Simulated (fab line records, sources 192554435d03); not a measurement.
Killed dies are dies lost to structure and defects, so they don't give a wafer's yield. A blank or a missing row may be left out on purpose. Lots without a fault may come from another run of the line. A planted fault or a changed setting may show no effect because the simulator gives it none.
Which tool did it? | flow n5_finfet | 23 lots, 69 wafers sampled, at 6 steps of a route of 1938

WHAT THE GAUGES READ, wafer by wafer
The record holds no reading of a measuring or inspecting step that can be judged against a usual standard deviation.

WHICH TOOL RAN EACH LOT (tool, then ch and the chambers of the sampled wafers, then the start)
lot  | N5_BEOL_M10_ETCH_41                           | N5_BEOL_M11_ETCH_62                | N5_BEOL_M11_STRIP_67               | N5_BEOL_M11_HM_OPEN_17            | N5_BEOL_M11_DEGAS_44         | N5_BEOL_M11_ANNEAL_51
L074 | rie_diel-05 ch 0,1, day 9 19:48 or earlier    | rie_diel-02 ch 0,3, day 9 19:48    | rie_diel-02 ch 0,3, day 9 19:56    | rie_metal-03 ch 0,1, day 9 20:01  | pvd_sputter-03, day 9 22:49  | rtp_anneal-02 ch 0, day 10 01:05
L075 | rie_diel-05 ch 2,3, day 10 05:51 or earlier   | rie_diel-02 ch 0,2,3, day 10 05:51 | rie_diel-02 ch 0,2,3, day 10 05:59 | rie_metal-03 ch 0,1, day 10 06:02 | pvd_sputter-03, day 10 10:40 | rtp_anneal-02 ch 0, day 10 12:04
L077 | rie_diel-05 ch 1,3, day 10 14:38 or earlier   | rie_diel-06 ch 0,1,3, day 10 14:38 | rie_diel-06 ch 0,1,3, day 10 14:47 | rie_metal-01 ch 0,1, day 10 14:49 | pvd_sputter-03, day 10 17:17 | rtp_anneal-01 ch 0, day 10 18:36
L078 | rie_diel-05 ch 0,1,2, day 10 17:43 or earlier | rie_diel-03 ch 2,3, day 10 17:43   | rie_diel-03 ch 2,3, day 10 17:52   | rie_metal-01 ch 0,1, day 10 17:55 | pvd_sputter-03, day 10 21:32 | rtp_anneal-01 ch 0, day 10 23:19
L076 | rie_diel-01 ch 0,3, day 10 19:32 or earlier   | rie_diel-02 ch 0,1,3, day 10 19:32 | rie_diel-02 ch 0,1,3, day 10 19:41 | rie_metal-02 ch 0,1, day 10 19:44 | pvd_sputter-03, day 10 23:31 | rtp_anneal-02 ch 0, day 11 01:02
L080 | rie_diel-05 ch 0,2,3, day 11 02:49 or earlier | rie_diel-06 ch 0,1,3, day 11 02:49 | rie_diel-06 ch 0,1,3, day 11 02:58 | rie_metal-03 ch 0,1, day 11 03:00 | pvd_sputter-01, day 11 07:40 | rtp_anneal-01 ch 0, day 11 08:34
L079 | rie_diel-05 ch 0,2, day 11 14:50 or earlier   | rie_diel-03 ch 1,2,3, day 11 14:50 | rie_diel-03 ch 1,2,3, day 11 14:59 | rie_metal-01 ch 0,1, day 11 15:02 | pvd_sputter-02, day 11 17:05 | rtp_anneal-01 ch 0, day 11 18:02
L082 | rie_diel-05 ch 0,3, day 12 06:07 or earlier   | rie_diel-06 ch 0,3, day 12 06:07   | rie_diel-06 ch 0,3, day 12 06:16   | rie_metal-02 ch 0,1, day 12 06:19 | pvd_sputter-03, day 12 09:07 | rtp_anneal-02 ch 0, day 12 10:14
L081 | rie_diel-05 ch 0,2,3, day 12 06:16 or earlier | rie_diel-02 ch 0,3, day 12 06:16   | rie_diel-02 ch 0,3, day 12 06:25   | rie_metal-03 ch 0,1, day 12 06:27 | pvd_sputter-03, day 12 09:48 | rtp_anneal-02 ch 0, day 12 11:34
L083 | rie_diel-01 ch 0,2,3, day 12 09:23 or earlier | rie_diel-03 ch 0,1, day 12 09:23   | rie_diel-03 ch 0,1, day 12 09:32   | rie_metal-03 ch 0,1, day 12 09:36 | pvd_sputter-01, day 12 12:19 | rtp_anneal-01 ch 0, day 12 14:56
L084 | rie_diel-05 ch 0,2, day 12 16:07 or earlier   | rie_diel-03 ch 0,1, day 12 16:07   | rie_diel-03 ch 0,1, day 12 16:16   | rie_metal-02 ch 0,1, day 12 16:18 | pvd_sputter-03, day 12 18:22 | rtp_anneal-02 ch 0, day 12 19:27
L085 | rie_diel-04 ch 1,2,3, day 12 21:23 or earlier | rie_diel-02 ch 0,1,2, day 12 21:23 | rie_diel-02 ch 0,1,2, day 12 21:32 | rie_metal-01 ch 0,1, day 12 21:34 | pvd_sputter-02, day 13 01:07 | rtp_anneal-02 ch 0, day 13 02:26
L086 | rie_diel-01 ch 0,2,3, day 12 21:51 or earlier | rie_diel-03 ch 0,3, day 12 21:51   | rie_diel-03 ch 0,3, day 12 22:00   | rie_metal-03 ch 0,1, day 12 22:02 | pvd_sputter-02, day 13 00:18 | rtp_anneal-01 ch 0, day 13 01:31
L087 | rie_diel-01 ch 1,3, day 13 11:24 or earlier   | rie_diel-06 ch 1,2,3, day 13 11:24 | rie_diel-06 ch 1,2,3, day 13 11:33 | rie_metal-02 ch 1, day 13 11:35   | pvd_sputter-01, day 13 15:08 | rtp_anneal-01 ch 0, day 13 16:11
L089 | rie_diel-05 ch 0,1, day 13 15:16 or earlier   | rie_diel-02 ch 1,2,3, day 13 15:16 | rie_diel-02 ch 1,2,3, day 13 15:24 | rie_metal-03 ch 0,1, day 13 15:26 | pvd_sputter-01, day 13 17:54 | rtp_anneal-02 ch 0, day 13 19:01
L088 | rie_diel-01 ch 1,2, day 13 22:19 or earlier   | rie_diel-02 ch 0,1,3, day 13 22:19 | rie_diel-02 ch 0,1,3, day 13 22:27 | rie_metal-03 ch 0,1, day 13 22:29 | pvd_sputter-02, day 14 02:44 | rtp_anneal-01 ch 0, day 14 03:50
L090 | rie_diel-01 ch 2,3, day 14 09:44 or earlier   | rie_diel-06 ch 1,2, day 14 09:44   | rie_diel-06 ch 1,2, day 14 09:53   | rie_metal-03 ch 0,1, day 14 09:56 | pvd_sputter-03, day 14 12:35 | rtp_anneal-02 ch 0, day 14 14:11
L091 | rie_diel-04 ch 0,1,2, day 14 10:09 or earlier | rie_diel-03 ch 0,1, day 14 10:09   | rie_diel-03 ch 0,1, day 14 10:18   | rie_metal-03 ch 0,1, day 14 10:22 | pvd_sputter-02, day 14 12:29 | rtp_anneal-01 ch 0, day 14 13:28
L092 | rie_diel-04 ch 0,1,3, day 15 00:11 or earlier | rie_diel-06 ch 0,1,3, day 15 00:11 | rie_diel-06 ch 0,1,3, day 15 00:20 | rie_metal-01 ch 0,1, day 15 00:22 | pvd_sputter-03, day 15 02:37 | rtp_anneal-02 ch 0, day 15 04:06
L093 | rie_diel-01 ch 0,2,3, day 15 02:43 or earlier | rie_diel-03 ch 0,2,3, day 15 02:43 | rie_diel-03 ch 0,2,3, day 15 02:52 | rie_metal-03 ch 0,1, day 15 02:56 | pvd_sputter-03, day 15 05:19 | rtp_anneal-01 ch 0, day 15 08:04
L094 | rie_diel-04 ch 1,3, day 15 04:51 or earlier   | rie_diel-03 ch 0,2, day 15 04:51   | rie_diel-03 ch 0,2, day 15 04:59   | rie_metal-03 ch 0,1, day 15 05:02 | pvd_sputter-01, day 15 08:20 | rtp_anneal-01 ch 0, day 15 09:53
L095 | rie_diel-01 ch 2,3, day 15 21:08 or earlier   | rie_diel-03 ch 1,2, day 15 21:08   | rie_diel-03 ch 1,2, day 15 21:17   | rie_metal-02 ch 0,1, day 15 21:21 | pvd_sputter-02, day 16 00:32 | rtp_anneal-01 ch 0, day 16 01:44
L096 | rie_diel-01 ch 0,2,3, day 16 01:40 or earlier | rie_diel-06 ch 0,1,3, day 16 01:40 | rie_diel-06 ch 0,1,3, day 16 01:48 | rie_metal-03 ch 0,1, day 16 01:52 | pvd_sputter-02, day 16 06:52 | rtp_anneal-01 ch 0, day 16 08:20
- N5_BEOL_M10_ETCH_41: etches SiCN in CH3F/O2, target depth 42.6 nm, time 86 s.
- N5_BEOL_M11_ETCH_62: etches SOC in N2/H2, target depth 110 nm, overetch 22 nm, time 165 s.
- N5_BEOL_M11_STRIP_67: strips in CF4.
- N5_BEOL_M11_HM_OPEN_17: chemistry Cl2/BCl3, target TiN, target depth 20 nm, overetch 6 nm.
- N5_BEOL_M11_DEGAS_44: time 60 s.
- N5_BEOL_M11_ANNEAL_51: time 90 s.

WHAT THE TOOLS THEMSELVES READ (means of the sampled wafers that have a number; where no wafer has one, the mark that the record gives instead)
N5_BEOL_M10_ETCH_41. Usual: drypump_motor_current_A 5.4 A, standard deviation 0.59; oes_product_au 0.83 a.u., standard deviation 0.081; rf_vpp_V 296.6 V, standard deviation 1.5; showerhead_plenum_p_Torr 1.97 Torr, standard deviation 0.055; throttle_valve_pct 16.15 %, standard deviation 0.26.
lot  | tool        | drypump_motor_current_A (A) | oes_product_au (a.u.) | rf_vpp_V (V) | showerhead_plenum_p_Torr (Torr) | throttle_valve_pct (%) | flag
L074 | rie_diel-05 | 6.3                         | 0.79                  | 295.9        | 1.93                            | 16.22                  |
L075 | rie_diel-05 | 5.1                         | 0.79                  | 296.9        | 1.99                            | 16.14                  |
L077 | rie_diel-05 | 5.4                         | 0.72                  | 296.3        | 1.91                            | 16.48                  |
L078 | rie_diel-05 | 5.8                         | 0.81                  | 296.5        | 1.96                            | 16.08                  |
L076 | rie_diel-01 | 4.9                         | 0.94                  | 296.8        | 1.95                            | 15.90                  |
L080 | rie_diel-05 | 5.4                         | 0.81                  | 296.5        | 1.96                            | 16.11                  |
L079 | rie_diel-05 | 5.5                         | 0.84                  | 297.5        | 1.99                            | 15.93                  |
L082 | rie_diel-05 | 5.2                         | 0.77                  | 296.0        | 1.92                            | 16.32                  |
L081 | rie_diel-05 | 5.4                         | 0.79                  | 297.0        | 1.95                            | 16.14                  |
L083 | rie_diel-01 | 5.3                         | 0.90                  | 295.9        | 1.95                            | 16.03                  |
L084 | rie_diel-05 | 5.4                         | 0.82                  | 297.3        | 1.99                            | 15.96                  |
L085 | rie_diel-04 | 5.1                         | 0.74                  | 297.3        | 2.02                            | 16.29                  |
L086 | rie_diel-01 | 5.3                         | 0.89                  | 297.3        | 1.95                            | 16.04                  |
L087 | rie_diel-01 | 4.8                         | 0.83                  | 296.3        | 1.98                            | 16.04                  |
L089 | rie_diel-05 | 6.3                         | 0.75                  | 295.7        | 1.92                            | 16.27                  |
L088 | rie_diel-01 | 5.2                         | 0.75                  | 298.7        | 2.02                            | 16.40                  |
L090 | rie_diel-01 | 5.4                         | 0.87                  | 296.8        | 1.93                            | 15.90                  |
L091 | rie_diel-04 | 5.3                         | 0.79                  | 296.8        | 1.98                            | 16.19                  |
L092 | rie_diel-04 | 5.2                         | 0.89                  | 298.6        | 2.04                            | 16.22                  |
L093 | rie_diel-01 | 5.4                         | 0.85                  | 296.1        | 1.94                            | 16.07                  |
L094 | rie_diel-04 | 5.1                         | 0.87                  | 300.0        | 2.08                            | 16.10                  |
L095 | rie_diel-01 | 5.4                         | 0.86                  | 296.3        | 1.93                            | 15.95                  |
L096 | rie_diel-01 | 5.3                         | 0.84                  | 296.4        | 1.94                            | 16.08                  |

N5_BEOL_M11_ETCH_62. Usual: drypump_motor_current_A 5.90 A, standard deviation 0.27; oes_product_au 0.65 a.u., standard deviation 0.067; rf_vpp_V 523.6 V, standard deviation 2.1; showerhead_plenum_p_Torr 2.54 Torr, standard deviation 0.076; temp_c 40.01 C, standard deviation 0.1; throttle_valve_pct 17.78 %, standard deviation 0.26.
lot  | tool        | drypump_motor_current_A (A) | oes_product_au (a.u.) | rf_vpp_V (V) | showerhead_plenum_p_Torr (Torr) | temp_c (C) | throttle_valve_pct (%) | flag
L074 | rie_diel-02 | 5.69                        | 0.75                  | 522.2        | 2.49                            | 40.03      | 17.62                  |
L075 | rie_diel-02 | 5.87                        | 0.71                  | 522.4        | 2.50                            | 40.05      | 17.67                  |
L077 | rie_diel-06 | 6.05                        | 0.64                  | 525.1        | 2.58                            | 39.95      | 17.85                  |
L078 | rie_diel-03 | 5.91                        | 0.62                  | 524.7        | 2.61                            | 40.03      | 17.83                  |
L076 | rie_diel-02 | 5.86                        | 0.72                  | 524.0        | 2.55                            | 39.97      | 17.60                  |
L080 | rie_diel-06 | 6.03                        | 0.64                  | 524.8        | 2.58                            | 39.97      | 17.87                  |
L079 | rie_diel-03 | 5.78                        | 0.61                  | 524.6        | 2.56                            | 40.03      | 17.97                  |
L082 | rie_diel-06 | 5.80                        | 0.59                  | 522.9        | 2.55                            | 39.91      | 18.10                  |
L081 | rie_diel-02 | 5.91                        | 0.73                  | 522.1        | 2.49                            | 40.03      | 17.70                  |
L083 | rie_diel-03 | 5.56                        | 0.59                  | 521.9        | 2.47                            | 40.07      | 18.05                  |
L084 | rie_diel-03 | 5.65                        | 0.61                  | 521.2        | 2.44                            | 39.82      | 17.95                  |
L085 | rie_diel-02 | 5.81                        | 0.67                  | 524.2        | 2.55                            | 39.97      | 17.61                  |
L086 | rie_diel-03 | 5.78                        | 0.69                  | 522.5        | 2.48                            | 39.97      | 17.65                  |
L087 | rie_diel-06 | 6.13                        | 0.62                  | 522.5        | 2.50                            | 40.02      | 17.73                  |
L089 | rie_diel-02 | 6.03                        | 0.66                  | 525.0        | 2.56                            | 40.09      | 17.68                  |
L088 | rie_diel-02 | 5.87                        | 0.69                  | 523.8        | 2.54                            | 40.08      | 17.64                  |
L090 | rie_diel-06 | 6.36                        | 0.65                  | 524.0        | 2.52                            | 40.07      | 17.49                  |
L091 | rie_diel-03 | 5.56                        | 0.59                  | 522.3        | 2.47                            | 40.10      | 18.08                  |
L092 | rie_diel-06 | 6.03                        | 0.70                  | 523.8        | 2.56                            | 40.21      | 17.77                  |
L093 | rie_diel-03 | 5.87                        | 0.67                  | 523.3        | 2.52                            | 39.99      | 17.73                  |
L094 | rie_diel-03 | 5.86                        | 0.62                  | 521.3        | 2.45                            | 40.02      | 17.89                  |
L095 | rie_diel-03 | 5.85                        | 0.69                  | 523.7        | 2.54                            | 40.02      | 17.90                  |
L096 | rie_diel-06 | 6.02                        | 0.69                  | 523.5        | 2.56                            | 40.06      | 17.77                  |

N5_BEOL_M11_STRIP_67. Usual: drypump_motor_current_A 5.89 A, standard deviation 0.27; oes_product_au 0.77 a.u., standard deviation 0.08; rf_vpp_V 271.0 V, standard deviation 1.3; showerhead_plenum_p_Torr 1.80 Torr, standard deviation 0.045; throttle_valve_pct 13.59 %, standard deviation 0.24.
lot  | tool        | drypump_motor_current_A (A) | oes_product_au (a.u.) | rf_vpp_V (V) | showerhead_plenum_p_Torr (Torr) | throttle_valve_pct (%) | flag
L074 | rie_diel-02 | 5.72                        | 0.89                  | 269.6        | 1.79                            | 13.40                  |
L075 | rie_diel-02 | 5.87                        | 0.83                  | 270.2        | 1.77                            | 13.37                  |
L077 | rie_diel-06 | 6.02                        | 0.75                  | 271.6        | 1.82                            | 13.69                  |
L078 | rie_diel-03 | 5.91                        | 0.73                  | 271.3        | 1.84                            | 13.65                  |
L076 | rie_diel-02 | 5.87                        | 0.85                  | 270.9        | 1.81                            | 13.38                  |
L080 | rie_diel-06 | 6.03                        | 0.76                  | 271.8        | 1.82                            | 13.69                  |
L079 | rie_diel-03 | 5.79                        | 0.72                  | 271.3        | 1.81                            | 13.76                  |
L082 | rie_diel-06 | 5.78                        | 0.70                  | 271.5        | 1.81                            | 13.97                  |
L081 | rie_diel-02 | 5.91                        | 0.85                  | 269.9        | 1.77                            | 13.39                  |
L083 | rie_diel-03 | 5.57                        | 0.71                  | 270.5        | 1.74                            | 13.89                  |
L084 | rie_diel-03 | 5.63                        | 0.72                  | 269.9        | 1.74                            | 13.84                  |
L085 | rie_diel-02 | 5.80                        | 0.79                  | 271.2        | 1.81                            | 13.43                  |
L086 | rie_diel-03 | 5.77                        | 0.82                  | 271.0        | 1.77                            | 13.56                  |
L087 | rie_diel-06 | 6.10                        | 0.73                  | 271.2        | 1.79                            | 13.71                  |
L089 | rie_diel-02 | 6.03                        | 0.78                  | 271.2        | 1.80                            | 13.40                  |
L088 | rie_diel-02 | 5.86                        | 0.82                  | 271.2        | 1.81                            | 13.43                  |
L090 | rie_diel-06 | 6.35                        | 0.76                  | 270.9        | 1.80                            | 13.49                  |
L091 | rie_diel-03 | 5.58                        | 0.69                  | 270.4        | 1.74                            | 13.93                  |
L092 | rie_diel-06 | 6.02                        | 0.82                  | 270.9        | 1.82                            | 13.57                  |
L093 | rie_diel-03 | 5.85                        | 0.79                  | 270.7        | 1.79                            | 13.57                  |
L094 | rie_diel-03 | 5.83                        | 0.73                  | 269.1        | 1.75                            | 13.78                  |
L095 | rie_diel-03 | 5.86                        | 0.82                  | 270.8        | 1.79                            | 13.63                  |
L096 | rie_diel-06 | 6.03                        | 0.81                  | 270.6        | 1.82                            | 13.59                  |

N5_BEOL_M11_HM_OPEN_17. Usual: drypump_motor_current_A 5.5 A, standard deviation 0.36; oes_product_au 0.67 a.u., standard deviation 0.048; throttle_valve_pct 22.09 %, standard deviation 0.12.
lot  | tool         | drypump_motor_current_A (A) | oes_product_au (a.u.) | throttle_valve_pct (%) | flag
L074 | rie_metal-03 | 5.4                         | 0.71                  | 22.12                  |
L075 | rie_metal-03 | 5.5                         | 0.67                  | 22.14                  |
L077 | rie_metal-01 | 5.6                         | 0.70                  | 21.90                  |
L078 | rie_metal-01 | 5.7                         | 0.70                  | 21.91                  |
L076 | rie_metal-02 | 5.5                         | 0.63                  | 22.08                  |
L080 | rie_metal-03 | 5.5                         | 0.66                  | 22.15                  |
L079 | rie_metal-01 | 5.4                         | 0.73                  | 21.94                  |
L082 | rie_metal-02 | 5.5                         | 0.63                  | 22.11                  |
L081 | rie_metal-03 | 5.5                         | 0.67                  | 22.13                  |
L083 | rie_metal-03 | 5.4                         | 0.69                  | 22.13                  |
L084 | rie_metal-02 | 5.5                         | 0.62                  | 22.10                  |
L085 | rie_metal-01 | 5.7                         | 0.68                  | 21.92                  |
L086 | rie_metal-03 | 5.5                         | 0.67                  | 22.14                  |
L087 | rie_metal-02 | 5.2                         | 0.63                  | 21.98                  |
L089 | rie_metal-03 | 5.4                         | 0.69                  | 22.12                  |
L088 | rie_metal-03 | 5.5                         | 0.67                  | 22.15                  |
L090 | rie_metal-03 | 5.5                         | 0.67                  | 22.15                  |
L091 | rie_metal-03 | 5.3                         | 0.69                  | 22.13                  |
L092 | rie_metal-01 | 5.4                         | 0.70                  | 21.95                  |
L093 | rie_metal-03 | 5.5                         | 0.66                  | 22.14                  |
L094 | rie_metal-03 | 5.5                         | 0.65                  | 22.17                  |
L095 | rie_metal-02 | 5.5                         | 0.61                  | 22.11                  |
L096 | rie_metal-03 | 5.5                         | 0.65                  | 22.15                  |

N5_BEOL_M11_DEGAS_44. Usual: heater_power_w 321 W, standard deviation 25; susceptor_temp_C 249.98 C, standard deviation 0.2.
lot  | tool           | heater_power_w (W) | susceptor_temp_C (C) | flag
L074 | pvd_sputter-03 | 306                | 249.84               |
L075 | pvd_sputter-03 | 313                | 249.81               |
L077 | pvd_sputter-03 | 312                | 249.62               |
L078 | pvd_sputter-03 | 316                | 249.93               |
L076 | pvd_sputter-03 | 326                | 249.99               |
L080 | pvd_sputter-01 | 333                | 250.00               |
L079 | pvd_sputter-02 | 329                | 249.97               |
L082 | pvd_sputter-03 | 312                | 250.00               |
L081 | pvd_sputter-03 | 324                | 250.11               |
L083 | pvd_sputter-01 | 328                | 249.95               |
L084 | pvd_sputter-03 | 322                | 250.06               |
L085 | pvd_sputter-02 | 313                | 250.13               |
L086 | pvd_sputter-02 | 312                | 249.94               |
L087 | pvd_sputter-01 | 333                | 250.04               |
L089 | pvd_sputter-01 | 354                | 249.88               |
L088 | pvd_sputter-02 | 317                | 249.93               |
L090 | pvd_sputter-03 | 319                | 250.01               |
L091 | pvd_sputter-02 | 295                | 249.74               |
L092 | pvd_sputter-03 | 319                | 250.07               |
L093 | pvd_sputter-03 | 322                | 250.12               |
L094 | pvd_sputter-01 | 350                | 250.03               |
L095 | pvd_sputter-02 | 306                | 249.99               |
L096 | pvd_sputter-02 | 340                | 250.16               |

N5_BEOL_M11_ANNEAL_51. Usual: wafer_temp_C_max 225.9, standard deviation 0.32.
lot  | tool          | wafer_temp_C_max | flag
L074 | rtp_anneal-02 | 225.8            |
L075 | rtp_anneal-02 | 226.0            |
L077 | rtp_anneal-01 | 225.5            |
L078 | rtp_anneal-01 | 225.9            |
L076 | rtp_anneal-02 | 226.2            |
L080 | rtp_anneal-01 | 225.8            |
L079 | rtp_anneal-01 | 225.8            |
L082 | rtp_anneal-02 | 226.0            |
L081 | rtp_anneal-02 | 226.3            |
L083 | rtp_anneal-01 | 225.5            |
L084 | rtp_anneal-02 | 226.0            |
L085 | rtp_anneal-02 | 226.6            |
L086 | rtp_anneal-01 | 225.7            |
L087 | rtp_anneal-01 | 225.4            |
L089 | rtp_anneal-02 | 226.0            |
L088 | rtp_anneal-01 | 225.8            |
L090 | rtp_anneal-02 | 226.0            |
L091 | rtp_anneal-01 | 226.0            |
L092 | rtp_anneal-02 | 226.1            |
L093 | rtp_anneal-01 | 225.7            |
L094 | rtp_anneal-01 | 225.7            |
L095 | rtp_anneal-01 | 225.6            |
L096 | rtp_anneal-01 | 225.6            |

THE ANSWER, worked out from the rows above alone
Rule: a lot is off if the mean of its wafers that have a number lies more than 3 standard deviations from the usual mean. A lot without any number at a reading at which 4 lots or more have one is off too. The other lots that the step has rows for count as sound. The gauges are gone through in route order, then the tools' own readings, and for those a lot's mean is taken as printed above. The first step at which some lot is off is used, and at that step the reading that is off furthest; a lot without a number counts as furthest.
No lot is off at any reading shown: from this, nothing can be told.

WHAT THE SIMULATOR HAD PUT IN
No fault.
